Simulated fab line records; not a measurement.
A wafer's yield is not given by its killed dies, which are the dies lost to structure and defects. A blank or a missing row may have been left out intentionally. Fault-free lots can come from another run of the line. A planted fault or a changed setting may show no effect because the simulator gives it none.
Which tool was responsible? -- flow n5Finfet -- Sampling: 9 lots, 27 wafers, 7 of 1938 route steps

## WHAT THE GAUGES READ, wafer by wafer
N5_BEOL_M9_CD_MEAS_18: pitch 140 nm, target cd 70 nm.
lot,measured,on,cdNm (nm)
L432,day 9 14:43,cdSem-03,70.2 70.5 70.0
L433,day 10 00:52,cdSem-02,69.8 69.4 71.2
L437,day 11 00:29,cdSem-02,69.3 70.1 68.8
L440,day 11 11:48,cdSem-02,70.0 70.3 70.2
L441,day 11 21:37,cdSem-02,69.7 69.8 70.1
L448,day 13 21:46,cdSem-02,69.9 71.1 70.7
L452,day 14 14:55,cdSem-02,70.9 70.8 70.9
L451,day 14 19:39,cdSem-02,69.6 69.7 70.6
L454,day 15 08:17,cdSem-02,70.2 70.4 69.9

N5_BEOL_M9_OCD_MEAS_38.
lot,measured,on,trenchDepthNm (nm)
L432,day 9 16:32,ocd-02,149.1 152.1 152.7
L433,day 10 04:02,ocd-01,149.7 150.2 151.3
L437,day 11 01:30,ocd-02,151.9 152.7 151.1
L440,day 11 13:58,ocd-01,169.6 162.9 163.3
L441,day 11 23:24,ocd-01,162.8 161.1 163.1
L448,day 14 01:27,ocd-02,154.4 148.9 145.4
L452,day 14 16:47,ocd-01,151.1 151.8 149.4
L451,day 14 21:20,ocd-01,150.9 152.3 150.0
L454,day 15 09:25,ocd-01,149.9 148.7 151.9

N5_BEOL_M9_THK_MEAS_53: measures by xrf.
lot,measured,on,M9_THK (nm)
L432,day 9 20:08,filmMetro-01,137.1 140.6 139.7
L433,day 10 05:58,filmMetro-01,141.6 142.4 141.1
L437,day 11 05:07,filmMetro-02,140.8 141.7 139.1
L440,day 11 17:09,filmMetro-01,159.4 154.2 153.9
L441,day 12 02:28,filmMetro-02,153.9 150.7 153.3
L448,day 14 03:53,filmMetro-02,142.4 136.9 133.2
L452,day 14 18:55,filmMetro-02,140.7 139.9 136.8
L451,day 15 02:59,filmMetro-02,140.9 143.0 137.1
L454,day 15 11:52,filmMetro-02,140.0 138.5 140.3

N5_BEOL_M9_RS_MEAS_57: measurement is done with a four-point probe.
lot,measured,on,M9_RS (ohm/sq)
L432,day 9 20:19,filmMetro-01,0.153 0.150 0.151
L433,day 10 06:08,filmMetro-01,0.150 0.149 0.150
L437,day 11 05:15,filmMetro-02,0.150 0.148 0.152
L440,day 11 17:17,filmMetro-02,0.132 0.137 0.137
L441,day 12 02:36,filmMetro-02,0.138 0.141 0.139
L448,day 14 04:01,filmMetro-02,0.147 0.154 0.157
L452,day 14 19:04,filmMetro-01,0.149 0.149 0.153
L451,day 15 03:08,filmMetro-01,0.151 0.148 0.154
L454,day 15 12:01,filmMetro-02,0.152 0.154 0.150

## TOOL THAT RAN EACH LOT (tool first, then ch and the chambers of the sampled wafers, then the start)
lot,N5_BEOL_M9_STRIP_67,N5_BEOL_M9_TRENCH_ETCH_37,N5_BEOL_M9_DEGAS_44
L432,"rieDiel-03 ch 0,1,2, day 9 14:29","rieDiel-03 ch 0,1,2, day 9 16:22","pvdSputter-03, day 9 18:24"
L433,"rieDiel-02 ch 0,1,3, day 10 00:38","rieDiel-04 ch 2,3, day 10 03:52","pvdSputter-02, day 10 04:33"
L437,"rieDiel-03 ch 1,2, day 11 00:10","rieDiel-03 ch 1,2, day 11 01:20","pvdSputter-01, day 11 03:38"
L440,"rieDiel-02 ch 0,1, day 11 11:35","rieDiel-03 ch 0,2, day 11 13:47","pvdSputter-02, day 11 15:44"
L441,"rieDiel-03 ch 0,2,3, day 11 21:24","rieDiel-03 ch 1,2, day 11 23:13","pvdSputter-03, day 12 00:45"
L448,"rieDiel-03 ch 1,2,3, day 13 21:32","rieDiel-02 ch 1,2,3, day 14 01:16","pvdSputter-03, day 14 02:04"
L452,"rieDiel-04 ch 1,2,3, day 14 14:41","rieDiel-04 ch 2,3, day 14 16:36","pvdSputter-02, day 14 17:26"
L451,"rieDiel-03 ch 1,2, day 14 19:21","rieDiel-04 ch 2,3, day 14 21:10","pvdSputter-01, day 15 01:22"
L454,"rieDiel-02 ch 0,2,3, day 15 08:04","rieDiel-03 ch 1,2, day 15 09:14","pvdSputter-01, day 15 10:17"
- N5_BEOL_M9_STRIP_67: strips in CF4.
- N5_BEOL_M9_TRENCH_ETCH_37: etches SiCOH lowk in C4F6/O2, target depth 151.43 nm, time 49 s.
- N5_BEOL_M9_DEGAS_44: time 60 s.

## AS READ BY THE TOOLS THEMSELVES (means over the sampled wafers that have a number; for cases with no such wafer, the mark the record gives instead)
N5_BEOL_M9_STRIP_67.
lot,tool,cf4FlowSccm (sccm),drypumpMotorCurrentA (A),oesProductAu (a.u.),rfVppV (V),showerheadPlenumPTorr (Torr),throttleValvePct (%)
L432,rieDiel-03,149.7,5.9,0.70,270.8,1.75,13.67
L433,rieDiel-02,150.4,6.0,0.83,270.8,1.82,13.46
L437,rieDiel-03,150.0,6.0,0.70,270.7,1.77,13.69
L440,rieDiel-02,150.2,5.8,0.76,271.2,1.77,13.55
L441,rieDiel-03,149.9,5.5,0.79,270.2,1.79,13.53
L448,rieDiel-03,149.7,5.7,0.70,270.6,1.74,13.72
L452,rieDiel-04,149.7,5.8,0.70,272.4,1.82,13.72
L451,rieDiel-03,149.9,6.1,0.68,270.9,1.77,13.75
L454,rieDiel-02,150.5,5.9,0.78,270.7,1.83,13.57

N5_BEOL_M9_TRENCH_ETCH_37.
lot,tool,biasW (W),drypumpMotorCurrentA (A),oes_f_703_au (a.u.),oes_o_777_au (a.u.),oesProductAu (a.u.),rfFwdPowerW (W),rfVppV (V),showerheadPlenumPTorr (Torr),throttleValvePct (%)
L432,rieDiel-03,184.9,5.9,0.71,0.71,0.70,342.5,663,2.78,20.93
L433,rieDiel-04,185.0,5.6,0.74,0.74,0.73,340.2,663,2.88,20.92
L437,rieDiel-03,185.3,5.7,0.71,0.72,0.71,341.8,660,2.81,20.81
L440,rieDiel-03,184.6,5.5,1.02,0.99,0.84,424.7,598,2.89,20.77
L441,rieDiel-03,185.5,6.1,0.92,0.90,0.74,426.4,594,2.80,20.91
L448,rieDiel-02,185.1,6.3,0.77,0.77,0.78,341.0,666,2.82,20.84
L452,rieDiel-04,185.0,5.8,0.71,0.71,0.69,342.8,669,2.90,21.01
L451,rieDiel-04,185.0,5.6,0.72,0.72,0.71,341.4,664,2.86,20.99
L454,rieDiel-03,185.0,5.7,0.69,0.70,0.68,341.8,660,2.80,20.85

N5_BEOL_M9_DEGAS_44.
lot,tool,heaterPowerW (W)
L432,pvdSputter-03,331
L433,pvdSputter-02,341
L437,pvdSputter-01,377
L440,pvdSputter-02,339
L441,pvdSputter-03,344
L448,pvdSputter-03,332
L452,pvdSputter-02,355
L451,pvdSputter-01,355
L454,pvdSputter-01,350

## THE ANSWER, worked out from the rows above alone
Rule: what is usual is taken from the lots themselves. Put in order of their means at a reading, lots are off if they are a third of the lots or fewer, leave a main group of 4 or more, and stand apart from it by a gap of 3 or more times the standard deviation of the main group's means; of several such gaps the widest counts. The tables above print the reading to a certain number of digits; a main group whose means all agree to those digits is not used. Also off: a lot with no number at a reading for which 4 or more lots have one. Any other lot the step has rows for is counted as sound. After the gauges, taken in route order, come the tools' own readings; for these a lot's mean is taken, as printed above. At the first step where some lot is off, the reading lying furthest off is the one used; lots without a number count as furthest.
Off, at N5_BEOL_M9_OCD_MEAS_38 on trenchDepthNm: L440, L441. Mean 150.7 nm and standard deviation 0.72 in the main group.
A tool fits if, at a process step before that reading, it ran every lot that is off, and no sound lot after the first of them. The gauges at N5_BEOL_M9_OCD_MEAS_38 aren't tried: what is off there is off at N5_BEOL_M9_THK_MEAS_53 too, on other tools, and a gauge's error can't cause that. Not one of the candidates tried fits.

## WHAT HAD BEEN PUT IN BY THE SIMULATOR
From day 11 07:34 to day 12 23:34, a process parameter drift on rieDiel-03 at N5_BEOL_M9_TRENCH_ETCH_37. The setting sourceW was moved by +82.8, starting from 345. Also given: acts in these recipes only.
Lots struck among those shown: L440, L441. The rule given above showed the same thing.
